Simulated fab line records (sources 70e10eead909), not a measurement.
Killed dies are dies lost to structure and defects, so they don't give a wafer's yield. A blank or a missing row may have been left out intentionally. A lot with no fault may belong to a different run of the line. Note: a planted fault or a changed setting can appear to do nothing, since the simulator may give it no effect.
Which tool is to blame? + flow nand-harc + Sampling: 23 lots, 69 wafers, 3 of 1159 route steps

== WHAT EACH GAUGE READ, for each wafer ==
NHARC_A_BLC_CD_MEAS_10: the cd target is 100 nm. Usual: cd-nm reads 99.9 nm (standard deviation 0.36).
| lot  | measured     | on        | cd-nm (nm)        | flag |
|------|--------------|-----------|-------------------|------|
| L074 | day 18 01:58 | cd-sem-01 | 100.0 99.7 99.7   |      |
| L075 | day 18 22:28 | cd-sem-03 | 99.6 100.5 100.0  |      |
| L076 | day 18 23:37 | cd-sem-03 | 99.5 100.3 100.1  |      |
| L077 | day 19 05:41 | cd-sem-01 | 100.6 99.4 100.1  |      |
| L079 | day 19 21:40 | cd-sem-02 | 99.2 99.2 99.6    |      |
| L078 | day 20 03:54 | cd-sem-03 | 99.8 99.2 99.4    |      |
| L082 | day 22 05:39 | cd-sem-02 | 100.1 100.1 100.1 |      |
| L083 | day 22 04:55 | cd-sem-01 | 99.8 99.6 100.0   |      |
| L084 | day 22 06:43 | cd-sem-02 | 99.7 99.7 99.6    |      |
| L088 | day 22 06:56 | cd-sem-01 | 100.3 100.0 99.8  |      |
| L085 | day 22 12:04 | cd-sem-03 | 99.4 99.7 99.4    |      |
| L080 | day 22 12:44 | cd-sem-02 | 100.2 99.9 99.8   |      |
| L081 | day 23 01:50 | cd-sem-01 | 100.1 99.8 99.6   |      |
| L089 | day 23 08:42 | cd-sem-03 | 99.4 99.6 100.2   |      |
| L087 | day 23 11:20 | cd-sem-03 | 100.0 99.9 99.4   |      |
| L091 | day 23 13:08 | cd-sem-01 | 100.0 99.2 99.5   |      |
| L090 | day 23 13:10 | cd-sem-02 | 99.8 100.1 100.1  |      |
| L092 | day 23 18:01 | cd-sem-02 | 99.9 99.7 99.9    |      |
| L094 | day 24 11:27 | cd-sem-02 | 100.0 100.0 100.1 |      |
| L093 | day 24 12:20 | cd-sem-02 | 99.8 99.7 99.8    |      |
| L097 | day 24 15:40 | cd-sem-01 | 99.7 99.8 100.3   |      |
| L096 | day 24 16:16 | cd-sem-01 | 99.7 99.5 100.3   |      |
| L095 | day 24 21:32 | cd-sem-01 | 99.4 99.6 99.3    |      |

== WHICH TOOL RAN EACH LOT (tool, then ch and the chambers of the sampled wafers, then the start) ==
| lot  | NHARC_A_CONTACT_ETCH_134             | NHARC_A_CONTACT_STRIP_26                      |
|------|--------------------------------------|-----------------------------------------------|
| L074 | har-cap-etch-01 ch 0,1, day 17 07:46 | rie-diel-04 ch 0,3, day 18 01:58 or earlier   |
| L075 | har-cap-etch-03 ch 0,1, day 18 15:26 | rie-diel-04 ch 0,1, day 18 22:28 or earlier   |
| L076 | har-cap-etch-03 ch 0,1, day 18 19:32 | rie-diel-04 ch 0,1,2, day 18 23:37 or earlier |
| L077 | har-cap-etch-02 ch 0,1, day 19 01:31 | rie-diel-11 ch 0,1,2, day 19 05:41 or earlier |
| L079 | har-cap-etch-02 ch 0,1, day 19 07:22 | rie-diel-13 ch 2,3, day 19 21:40 or earlier   |
| L078 | har-cap-etch-03 ch 0,1, day 19 12:49 | rie-diel-11 ch 1,3, day 20 03:54 or earlier   |
| L082 | har-cap-etch-03 ch 0,1, day 21 15:40 | rie-diel-11 ch 0,1, day 22 05:39 or earlier   |
| L083 | har-cap-etch-01 ch 0,1, day 21 15:52 | rie-diel-11 ch 1,2, day 22 04:55 or earlier   |
| L084 | har-cap-etch-03 ch 0,1, day 22 01:04 | rie-diel-13 ch 0,2, day 22 06:43 or earlier   |
| L088 | har-cap-etch-01 ch 0,1, day 22 01:14 | rie-diel-04 ch 1,2,3, day 22 06:56 or earlier |
| L085 | har-cap-etch-02 ch 0,1, day 22 07:10 | rie-diel-11 ch 1,2,3, day 22 12:04 or earlier |
| L080 | har-cap-etch-01 ch 0,1, day 22 08:15 | rie-diel-11 ch 0,1,2, day 22 12:44 or earlier |
| L081 | har-cap-etch-02 ch 0,1, day 22 13:25 | rie-diel-13 ch 0,1,2, day 23 01:50 or earlier |
| L089 | har-cap-etch-02 ch 0,1, day 22 20:28 | rie-diel-13 ch 0,2,3, day 23 08:42 or earlier |
| L087 | har-cap-etch-01 ch 0,1, day 22 20:45 | rie-diel-11 ch 1,2, day 23 11:20 or earlier   |
| L091 | har-cap-etch-03 ch 0,1, day 22 21:44 | rie-diel-11 ch 0,2,3, day 23 13:08 or earlier |
| L090 | har-cap-etch-02 ch 0,1, day 22 22:44 | rie-diel-04 ch 0,1,2, day 23 13:10 or earlier |
| L092 | har-cap-etch-01 ch 0,1, day 23 01:09 | rie-diel-13 ch 0,1,3, day 23 18:01 or earlier |
| L094 | har-cap-etch-01 ch 0,1, day 24 02:40 | rie-diel-04 ch 0,2,3, day 24 11:27 or earlier |
| L093 | har-cap-etch-02 ch 0,1, day 24 04:17 | rie-diel-13 ch 0,2, day 24 12:20 or earlier   |
| L097 | har-cap-etch-01 ch 0,1, day 24 07:20 | rie-diel-04 ch 1,2, day 24 15:40 or earlier   |
| L096 | har-cap-etch-01 ch 0,1, day 24 08:11 | rie-diel-11 ch 1,2, day 24 16:16 or earlier   |
| L095 | har-cap-etch-02 ch 0,1, day 24 16:46 | rie-diel-04 ch 0,1,2, day 24 21:32 or earlier |
- NHARC_A_CONTACT_ETCH_134: etches the open film in C4F8/O2/Ar, time 140 s, target depth 700 nm.
- NHARC_A_CONTACT_STRIP_26: strips in O2.

== WHAT THE TOOLS THEMSELVES READ (means of the sampled wafers that have a number; where no wafer has one, the mark that the record gives instead) ==
NHARC_A_CONTACT_ETCH_134. Usual: chamber-pressure-mTorr reads 19.999 mTorr (standard deviation 0.02).
| lot  | tool            | chamber-pressure-mTorr (mTorr) | flag |
|------|-----------------|--------------------------------|------|
| L074 | har-cap-etch-01 | 20.026                         |      |
| L075 | har-cap-etch-03 | 20.009                         |      |
| L076 | har-cap-etch-03 | 19.982                         |      |
| L077 | har-cap-etch-02 | 20.007                         |      |
| L079 | har-cap-etch-02 | 19.998                         |      |
| L078 | har-cap-etch-03 | 19.991                         |      |
| L082 | har-cap-etch-03 | 20.018                         |      |
| L083 | har-cap-etch-01 | 19.999                         |      |
| L084 | har-cap-etch-03 | 20.006                         |      |
| L088 | har-cap-etch-01 | 19.974                         |      |
| L085 | har-cap-etch-02 | 20.006                         |      |
| L080 | har-cap-etch-01 | 20.002                         |      |
| L081 | har-cap-etch-02 | 20.014                         |      |
| L089 | har-cap-etch-02 | 20.003                         |      |
| L087 | har-cap-etch-01 | 20.011                         |      |
| L091 | har-cap-etch-03 | 19.986                         |      |
| L090 | har-cap-etch-02 | 19.997                         |      |
| L092 | har-cap-etch-01 | 20.001                         |      |
| L094 | har-cap-etch-01 | 19.993                         |      |
| L093 | har-cap-etch-02 | 20.007                         |      |
| L097 | har-cap-etch-01 | 19.994                         |      |
| L096 | har-cap-etch-01 | 20.003                         |      |
| L095 | har-cap-etch-02 | 19.985                         |      |

NHARC_A_CONTACT_STRIP_26. Usual: chamber-pressure-mTorr 60.00 mTorr, standard deviation 0.056; drypump-motor-current-A 5.6 A, standard deviation 0.35; oes-product-au 1.001 a.u., standard deviation 0.0079; rf-vpp-V 57.6 V, standard deviation 0.93; showerhead-plenum-p-Torr 3.46 Torr, standard deviation 0.13; throttle-valve-pct 17.034 %, standard deviation 0.0091.
| lot  | tool        | chamber-pressure-mTorr (mTorr) | drypump-motor-current-A (A) | oes-product-au (a.u.) | rf-vpp-V (V) | showerhead-plenum-p-Torr (Torr) | throttle-valve-pct (%) | flag |
|------|-------------|--------------------------------|-----------------------------|-----------------------|--------------|---------------------------------|------------------------|------|
| L074 | rie-diel-04 | 60.07                          | 5.2                         | 0.989                 | 58.2         | 3.47                            | 17.025                 |      |
| L075 | rie-diel-04 | 60.05                          | 5.7                         | 0.999                 | 57.3         | 3.37                            | 17.035                 |      |
| L076 | rie-diel-04 | 60.04                          | 5.7                         | 0.998                 | 56.7         | 3.43                            | 17.029                 |      |
| L077 | rie-diel-11 | 60.00                          | 5.7                         | 1.002                 | 57.0         | 3.42                            | 17.033                 |      |
| L079 | rie-diel-13 | 60.01                          | 6.0                         | 1.008                 | 58.8         | 3.46                            | 17.031                 |      |
| L078 | rie-diel-11 | 60.02                          | 5.7                         | 1.005                 | 57.5         | 3.50                            | 17.038                 |      |
| L082 | rie-diel-11 | 60.04                          | 5.6                         | 1.003                 | 57.4         | 3.45                            | 17.029                 |      |
| L083 | rie-diel-11 | 60.06                          | 5.8                         | 1.004                 | 57.7         | 3.46                            | 17.030                 |      |
| L084 | rie-diel-13 | 59.97                          | 5.6                         | 0.990                 | 56.9         | 3.38                            | 17.036                 |      |
| L088 | rie-diel-04 | 59.95                          | 5.5                         | 0.996                 | 57.9         | 3.50                            | 17.036                 |      |
| L085 | rie-diel-11 | 60.03                          | 5.8                         | 1.008                 | 58.1         | 3.45                            | 17.032                 |      |
| L080 | rie-diel-11 | 60.01                          | 5.7                         | 1.003                 | 57.7         | 3.41                            | 17.040                 |      |
| L081 | rie-diel-13 | 59.96                          | 5.5                         | 1.003                 | 57.1         | 3.42                            | 17.027                 |      |
| L089 | rie-diel-13 | 60.01                          | 5.9                         | 0.999                 | 58.0         | 3.53                            | 17.036                 |      |
| L087 | rie-diel-11 | 60.04                          | 5.7                         | 1.007                 | 57.6         | 3.49                            | 17.034                 |      |
| L091 | rie-diel-11 | 59.98                          | 5.7                         | 1.008                 | 56.8         | 3.37                            | 17.030                 |      |
| L090 | rie-diel-04 | 59.96                          | 5.7                         | 1.006                 | 57.7         | 3.42                            | 17.031                 |      |
| L092 | rie-diel-13 | 59.99                          | 5.8                         | 1.002                 | 58.1         | 3.57                            | 17.027                 |      |
| L094 | rie-diel-04 | 59.95                          | 5.4                         | 0.996                 | 57.4         | 3.43                            | 17.038                 |      |
| L093 | rie-diel-13 | 60.00                          | 5.6                         | 1.009                 | 57.5         | 3.37                            | 17.040                 |      |
| L097 | rie-diel-04 | 60.00                          | 5.7                         | 0.997                 | 57.4         | 3.47                            | 17.046                 |      |
| L096 | rie-diel-11 | 60.04                          | 5.7                         | 1.001                 | 58.1         | 3.48                            | 17.034                 |      |
| L095 | rie-diel-04 | 60.03                          | 5.7                         | 0.998                 | 56.9         | 3.41                            | 17.032                 |      |

== THE ANSWER, worked out from the rows above alone ==
Rule: lot off if the mean of its wafers having a number is beyond 3 standard deviations from the usual mean. A lot without any number at a reading at which 4 lots or more have one is off too. All remaining lots with rows at the step are treated as sound. First the gauges in route order, then the tools' own readings, where a lot's mean is used as printed above. The first step at which some lot is off is used, and at that step the reading that is off furthest; a lot without a number counts as furthest.
Nothing can be told from this: no lot is off at any reading shown.

== WHAT THE SIMULATOR PUT IN ==
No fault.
